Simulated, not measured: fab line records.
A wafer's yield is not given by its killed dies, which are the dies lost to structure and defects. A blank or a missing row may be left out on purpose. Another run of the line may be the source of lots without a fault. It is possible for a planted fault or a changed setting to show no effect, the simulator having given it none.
fab line records + flow n5_finfet
record
- lots=7
- wafers=39
route steps=1938 shown FIN_SAQP@115 DUMMY_GATE@243 HKMG_FIN@402 GATE_CUT@466 MOL_CONTACT_COAG@538 BEOL_M4@1111
start_h: hours from the record's opening day to when the first of the lot's shown wafers began + wait_h: hours elapsed since this lot's preceding step + " repeats the value in the row above + L1.1+2: a single row standing in for several wafers + - no value present, or no start provided + * or withheld: withheld + < > ~ a bound
route shown NAME@n: a module of which the file shows steps, and the number in the route of the first + usual: the fault-free wafers' mean and standard deviation + same: alike in all rows + chamber/n: place in a boat + sites: readings site by site + _std_site: the values' standard deviation + _edge_site: outer sites' mean less inner sites' + radius_mm: how far each site lies from the wafer's centre + mask NAME#n: copy n + behind: the most recent tool/chamber to have shaped the wafer + hold: cause of the lot's hold/its duration in hours/its outcome + device: the transistor (n, p or np) that didn't switch + end of line: the tests these same wafers got at the end of their route + a step given without rows: its recipe and nothing more + killed: dies that structure and defects cost at the first sort, which is not the same as the wafer's yield + map: a wafer's dies, x killed, . not, _ none there
set.NAME: the setting the step ran with; set.NAME@STEP: the setting that earlier step ran with + model.NAME: the simulator's own value behind a step, which no gauge read
one table per step and one row per wafer, for lots whose settings were changed on purpose
## steps
# step N5_FIN_SAQP_ETCH_51
# recipe
- chemistry=CF4
- target=SiARC
- target_depth_a=455
- mask_material=CAR-ArF
- time_s=75.8
- ion_energy_ev=80
- pressure_mtorr=40
- source_w=545
- bias_w=36
- Ar_flow_sccm=100
- cf4_flow_sccm=100
- ends=cleared
# step N5_DUMMY_GATE_ETCH_31
# recipe
- chemistry=C4F6/O2
- target=SiO2
- mask_material=SOC
- target_depth_a=825
- time_s=27.5
- ion_energy_ev=250
- pressure_mtorr=30
- source_w=345
- bias_w=185
- Ar_flow_sccm=300
- C4F6_flow_sccm=10
- O2_flow_sccm=10
# step N5_DUMMY_GATE_ETCH_44
# recipe
- chemistry=HBr/O2
- over_etch_frac=0.7
- target_depth_a=1275
- stop_on=SiO2
- ion_energy_ev=60
- bias_w=20
- target=poly-Si
- mask_material=SiO2
- pressure_mtorr=20
- icp_w=400
- HBr_flow_sccm=120
- O2_flow_sccm=10
# step N5_HKMG_FIN_ETCH_54
# step N5_HKMG_FIN_ALD_91
# recipe
- material=TiN
- target_thk_a=10
- temp_c=400
- ald_precursor_family=TiCl4
- ald_co_reactant=NH3
- pulse_time_s=1
- purge_time_s=3
- co_reactant_purge_time_s=2
- co_reactant_pulse_time_s=2
- ald_cycles=47
- pressure_torr=3
# step N5_GATE_CUT_ETCH_56
# recipe
- chemistry=Cl2/Ar
- target=TiN
- target_depth_a=216
- pressure_mtorr=10
- icp_w=600
- bias_w=60
- Cl2_flow_sccm=40
- Ar_flow_sccm=60
# step N5_MOL_CONTACT_COAG_ETCH_110
# recipe
- chemistry=CF4/O2
- target=Si
- target_depth_a=25
- time_s=8
- pressure_mtorr=100
- source_w=200
- bias_w=12
- ion_energy_ev=60
- Ar_flow_sccm=100
- cf4_flow_sccm=100
- O2_flow_sccm=10
# step N5_MOL_CONTACT_COAG_ALD_133
# recipe
- material=SiO2
- target_thk_a=50
- temp_c=100
- ald_precursor_family=BDEAS
- ald_co_reactant=O2-plasma
- pulse_time_s=1
- co_reactant_pulse_time_s=1
- purge_time_s=2
- co_reactant_purge_time_s=2
- ald_cycles=35
- pressure_torr=2
# step N5_MOL_CONTACT_COAG_ETCHBACK_136
# recipe
- chemistry=CHF3
- target=SiO2
- target_depth_a=250
- time_s=16.7
- ion_energy_ev=200
- pressure_mtorr=30
- source_w=610
- bias_w=170
- Ar_flow_sccm=200
- CHF3_flow_sccm=50
# step N5_BEOL_M4_RC_MEAS_101
# usual
- IOFF_N_LONG=5.54e-05/2.3e-06
- VT_N=250/3
- VT_N_LONG=275.1/1.7
- VT_N_LVT=98.9/2.9
| lot.wafer | tool      | chamber | start_h | wait_h | set.cf4_flow_sccm@FIN_SAQP_ETCH_51 | set.target_depth_a@DUMMY_GATE_ETCH_31 | set.target_depth_a@DUMMY_GATE_ETCH_44 | set.source_w@HKMG_FIN_ETCH_54 | set.ald_cycles@HKMG_FIN_ALD_91 | set.icp_w@GATE_CUT_ETCH_56 | set.source_w@MOL_CONTACT_COAG_ETCH_110 | set.temp_c@MOL_CONTACT_COAG_ALD_133 | set.target_depth_a@MOL_CONTACT_COAG_ETCHBACK_136 | IOFF_N_LONG[nA/um] | VT_N[mV] | VT_N_LONG[mV] | VT_N_LVT[mV] |
|-----------|-----------|---------|---------|--------|------------------------------------|---------------------------------------|---------------------------------------|-------------------------------|--------------------------------|----------------------------|----------------------------------------|-------------------------------------|--------------------------------------------------|--------------------|----------|---------------|--------------|
| L078.1    | prober-01 | 0       | 181.50  | 0.0    | 100                                | 825                                   | 1161                                  | 457                           | 47                             | 600                        | 200                                    | 100                                 | 281.4                                            | 5.47e-05           | 249      | 273.5         | 98.2         |
| L078.2    | "         | 0       | "       | "      | 100                                | 825                                   | 1161                                  | 545                           | 47                             | 600                        | 181                                    | 97.93                               | 281.4                                            | 5.37e-05           | 252      | 276.5         | 98.7         |
| L078.3    | "         | 0       | "       | "      | 100                                | 825                                   | 1275                                  | 545                           | 47                             | 557.5                      | 181                                    | 100                                 | 281.4                                            | 5.53e-05           | 253      | 277.5         | 99.5         |
| L078.4    | "         | 0       | "       | "      | 100                                | 825                                   | 1275                                  | 545                           | 47                             | 600                        | 200                                    | 100                                 | 250                                              | 5.33e-05           | 253      | 278.8         | 102.3        |
| L078.5    | "         | 0       | "       | "      | 100                                | 825                                   | 1275                                  | 457                           | 47                             | 557.5                      | 181                                    | 97.93                               | 250                                              | 5.39e-05           | 251      | 277.6         | 101.4        |
| L078.6    | "         | 0       | "       | "      | 100                                | 825                                   | 1161                                  | 457                           | 47                             | 557.5                      | 200                                    | 97.93                               | 250                                              | 5.37e-05           | 250      | 277.6         | 100.3        |
| L080.1    | prober-02 | 0       | 203.34  | 0.0    | 100                                | 825                                   | 1110                                  | 545                           | 47                             | 600                        | 215                                    | 97.92                               | 250                                              | 5.16e-05           | 248      | 278.1         | 96.8         |
| L080.2    | "         | 0       | "       | "      | 92.84                              | 825                                   | 1110                                  | 545                           | 47                             | 600                        | 200                                    | 100                                 | 250                                              | 5.28e-05           | 251      | 278.7         | 99.7         |
| L080.3    | "         | 0       | "       | "      | 92.84                              | 825                                   | 1275                                  | 545                           | 47                             | 705.6                      | 215                                    | 100                                 | 250                                              | 5.09e-05           | 254      | 276.6         | 100.0        |
| L080.4    | "         | 0       | "       | "      | 100                                | 825                                   | 1110                                  | 629                           | 47                             | 705.6                      | 200                                    | 97.92                               | 250                                              | 5.21e-05           | 254      | 276.6         | 100.1        |
| L080.5    | "         | 0       | "       | "      | 92.84                              | 825                                   | 1275                                  | 629                           | 47                             | 705.6                      | 215                                    | 97.92                               | 250                                              | 5.06e-05           | 253      | 275.4         | 100.2        |
| L080.6    | "         | 0       | "       | "      | 100                                | 825                                   | 1275                                  | 629                           | 47                             | 600                        | 200                                    | 100                                 | 250                                              | 5.21e-05           | 250      | 277.4         | 98.5         |
| L084.1    | prober-02 | 0       | 226.85  | 0.0    | 100                                | 825                                   | 1275                                  | 545                           | 51                             | 600                        | 164.1                                  | 100                                 | 227.6                                            | 4.29e-05           | 262      | 285.4         | 113.1        |
| L084.2    | "         | 0       | "       | "      | 100                                | 825                                   | 1275                                  | 545                           | 47                             | 600                        | 200                                    | 102.1                               | 227.6                                            | 5.49e-05           | 254      | 273.7         | 103.6        |
| L084.3    | "         | 0       | "       | "      | 122.3                              | 825                                   | 1328                                  | 545                           | 51                             | 600                        | 200                                    | 100                                 | 250                                              | 4.34e-05           | 264      | 286.1         | 114.4        |
| L084.4    | "         | 0       | "       | "      | 100                                | 825                                   | 1328                                  | 588.5                         | 51                             | 600                        | 164.1                                  | 102.1                               | 250                                              | 4.41e-05           | 260      | 283.3         | 110.2        |
| L084.5    | "         | 0       | "       | "      | 122.3                              | 825                                   | 1275                                  | 588.5                         | 47                             | 600                        | 200                                    | 100                                 | 250                                              | 5.55e-05           | 252      | 271.7         | 102.6        |
| L084.6    | "         | 0       | "       | "      | 122.3                              | 825                                   | 1328                                  | 588.5                         | 47                             | 600                        | 164.1                                  | 102.1                               | 227.6                                            | 5.59e-05           | 255      | 274.0         | 105.5        |
| L087.1    | prober-01 | 0       | 242.92  | 0.0    | 100                                | 776.7                                 | 1332                                  | 512.1                         | 47                             | 600                        | 200                                    | 100                                 | 283.1                                            | 5.77e-05           | 247      | 275.2         | 99.2         |
| L087.2    | "         | 0       | "       | "      | 100                                | 825                                   | 1332                                  | 512.1                         | 43                             | 600                        | 200                                    | 103.6                               | 250                                              | 7.73e-05           | 232      | 262.4         | 86.2         |
| L087.3    | "         | 0       | "       | "      | 100                                | 825                                   | 1275                                  | 545                           | 47                             | 600                        | 200                                    | 103.6                               | 283.1                                            | 5.88e-05           | 248      | 275.4         | 98.7         |
| L087.4    | "         | 0       | "       | "      | 100                                | 825                                   | 1332                                  | 545                           | 43                             | 600                        | 200                                    | 100                                 | 283.1                                            | 7.75e-05           | 239      | 265.7         | 91.9         |
| L087.5    | "         | 0       | "       | "      | 100                                | 776.7                                 | 1275                                  | 545                           | 47                             | 600                        | 200                                    | 103.6                               | 250                                              | 5.9e-05            | 247      | 274.9         | 97.0         |
| L087.6    | "         | 0       | "       | "      | 100                                | 776.7                                 | 1275                                  | 512.1                         | 43                             | 600                        | 200                                    | 100                                 | 250                                              | 7.66e-05           | 238      | 264.0         | 90.5         |
| L089.1    | prober-02 | 0       | 254.02  | 0.0    | 107.3                              | 825                                   | 1408                                  | 518.2                         | 47                             | 600                        | 174.1                                  | 103.7                               | 232.9                                            | 5.5e-05            | 245      | 276.6         | 94.7         |
| L089.2    | "         | 0       | "       | "      | 100                                | 825                                   | 1275                                  | 518.2                         | 47                             | 600                        | 200                                    | 100                                 | 232.9                                            | 5.54e-05           | 248      | 277.3         | 96.3         |
| L089.3    | "         | 0       | "       | "      | 100                                | 909.8                                 | 1275                                  | 518.2                         | 43                             | 530.9                      | 174.1                                  | 100                                 | 250                                              | 7.23e-05           | 241      | 266.0         | 89.7         |
| L089.4    | "         | 0       | "       | "      | 107.3                              | 909.8                                 | 1408                                  | 545                           | 43                             | 600                        | 200                                    | 100                                 | 250                                              | 7.11e-05           | 241      | 265.4         | 88.6         |
| L089.5    | "         | 0       | "       | "      | 107.3                              | 909.8                                 | 1275                                  | 545                           | 47                             | 530.9                      | 200                                    | 103.7                               | 250                                              | 5.41e-05           | 253      | 273.4         | 98.9         |
| L089.6    | "         | 0       | "       | "      | 100                                | 825                                   | 1408                                  | 545                           | 43                             | 530.9                      | 174.1                                  | 103.7                               | 232.9                                            | 7.44e-05           | 238      | 264.9         | 88.1         |
| L090.1    | prober-02 | 0       | 262.81  | 0.0    | 100                                | 825                                   | 1275                                  | 545                           | 47                             | 600                        | 200                                    | 100                                 | 250                                              | 5.17e-05           | 248      | 276.3         | 98.4         |
| L090.2    | "         | 0       | "       | "      | 100                                | 825                                   | 1275                                  | 545                           | 47                             | 600                        | 200                                    | 100                                 | 250                                              | 5.19e-05           | 255      | 274.1         | 103.6        |
| L090.3    | "         | 0       | "       | "      | 100                                | 825                                   | 1275                                  | 545                           | 47                             | 600                        | 200                                    | 100                                 | 250                                              | 5.16e-05           | 248      | 278.1         | 99.6         |
| L093.1    | prober-02 | 0       | 289.46  | 0.0    | 100                                | 923.6                                 | 1275                                  | 588.3                         | 47                             | 669.1                      | 200                                    | 100                                 | 261.9                                            | 5.22e-05           | 249      | 277.3         | 101.8        |
| L093.2    | "         | 0       | "       | "      | 111.8                              | 825                                   | 1131                                  | 588.3                         | 47                             | 669.1                      | 182.6                                  | 101.5                               | 261.9                                            | 5.2e-05            | 256      | 273.7         | 104.2        |
| L093.3    | "         | 0       | "       | "      | 100                                | 825                                   | 1275                                  | 545                           | 47                             | 600                        | 200                                    | 100                                 | 261.9                                            | 5.3e-05            | 249      | 272.1         | 98.6         |
| L093.4    | "         | 0       | "       | "      | 111.8                              | 825                                   | 1275                                  | 588.3                         | 47                             | 600                        | 182.6                                  | 101.5                               | 250                                              | 5.35e-05           | 253      | 276.4         | 103.0        |
| L093.5    | "         | 0       | "       | "      | 100                                | 923.6                                 | 1131                                  | 545                           | 47                             | 669.1                      | 200                                    | 101.5                               | 250                                              | 5.24e-05           | 250      | 273.7         | 100.1        |
| L093.6    | "         | 0       | "       | "      | 111.8                              | 923.6                                 | 1131                                  | 545                           | 47                             | 600                        | 182.6                                  | 100                                 | 250                                              | 5.34e-05           | 252      | 273.1         | 103.2        |
## key
split
- step=N5_FIN_SAQP_ETCH_51
- setting=cf4_flow_sccm
- stated_as=100
response none clear
split
- step=N5_DUMMY_GATE_ETCH_31
- setting=target_depth_a
- stated_as=825
response none clear
split
- step=N5_DUMMY_GATE_ETCH_44
- setting=target_depth_a
- stated_as=1275
response none clear
split
- step=N5_HKMG_FIN_ETCH_54
- setting=source_w
- stated_as=545
response none clear
split
- step=N5_HKMG_FIN_ALD_91
- setting=ald_cycles
- stated_as=47
response
- step=N5_BEOL_M4_RC_MEAS_101
- reading=IOFF_N_LONG
- slope=-1.9e-06
- per=1%
- together_with=all
- explained=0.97
response
- step=N5_BEOL_M4_RC_MEAS_101
- reading=VT_N_LONG
- slope=+1.37
- per=1%
- together_with=all
- explained=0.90
response
- step=N5_BEOL_M4_RC_MEAS_101
- reading=VT_N_LVT
- slope=+1.06
- per=1%
- together_with=all
- explained=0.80
response
- step=N5_BEOL_M4_RC_MEAS_101
- reading=VT_N
- slope=+1.09
- per=1%
- together_with=all
- explained=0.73
split
- step=N5_GATE_CUT_ETCH_56
- setting=icp_w
- stated_as=600
response none clear
split
- step=N5_MOL_CONTACT_COAG_ETCH_110
- setting=source_w
- stated_as=200
response none clear
split
- step=N5_MOL_CONTACT_COAG_ALD_133
- setting=temp_c
- stated_as=100
response none clear
split
- step=N5_MOL_CONTACT_COAG_ETCHBACK_136
- setting=target_depth_a
- stated_as=250
response none clear
